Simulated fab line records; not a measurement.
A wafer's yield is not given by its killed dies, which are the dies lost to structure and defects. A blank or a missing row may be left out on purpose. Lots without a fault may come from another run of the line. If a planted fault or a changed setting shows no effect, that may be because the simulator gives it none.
Matching of chambers + flow n5 finfet + N5_FIN_SAQP_MANDREL_ETCH_58 on rie si-01 has 4 sister chambers
The step etches a-Si in HBr/Cl2, stops on SiNx, target depth 45 nm, bt time 10 s, time 27 s. 4 wafers are shown with their chamber, then 7 later ones without.

WAFERS PAIRED WITH THEIR CHAMBERS
| wafer  | chamber | oes product au (a.u.) |
|--------|---------|-----------------------|
| L079.2 | 2       | 0.711                 |
| L083.6 | 1       | 0.683                 |
| L084.1 | 3       | 0.689                 |
| L084.2 | 0       | 0.700                 |

WAFERS MISSING THEIR CHAMBER
| wafer  | oes product au (a.u.) |
|--------|-----------------------|
| L084.3 | 0.664                 |
| L089.1 | 0.705                 |
| L089.3 | 0.702                 |
| L089.4 | 0.681                 |
| L093.1 | 0.690                 |
| L093.3 | 0.703                 |
| L093.4 | 0.719                 |

WHICH CHAMBER EACH WENT THROUGH
| wafer  | from the rows above          | in truth |
|--------|------------------------------|----------|
| L084.3 | can't be placed: 1 or 3      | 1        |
| L089.1 | can't be placed: 0 or 2 or 3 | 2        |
| L089.3 | can't be placed: 0 or 2 or 3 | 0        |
| L089.4 | can't be placed: 1 or 3      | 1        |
| L093.1 | can't be placed: 3 or 1 or 0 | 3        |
| L093.3 | can't be placed: 0 or 2 or 3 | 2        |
| L093.4 | can't be placed: 2 or 0      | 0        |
0 of 7 placed correctly. Not placeable from these rows: 7 (in 7, the candidates include the true chamber). 0 placed wrongly.
How it was worked out, from the rows above alone: a wafer's distance from a chamber is the root of the sum, over the readings, of the square of ((its reading less the chamber's mean) divided by the reading's scatter). The wafer belongs to the nearest chamber; if the next one is less than 2 further off, it can't be placed. The mean given for a chamber averages the wafers shown for that chamber. The scatter: with one shown wafer a chamber, the root of the mean of the squares of how far each hidden wafer lies from its nearest shown one.
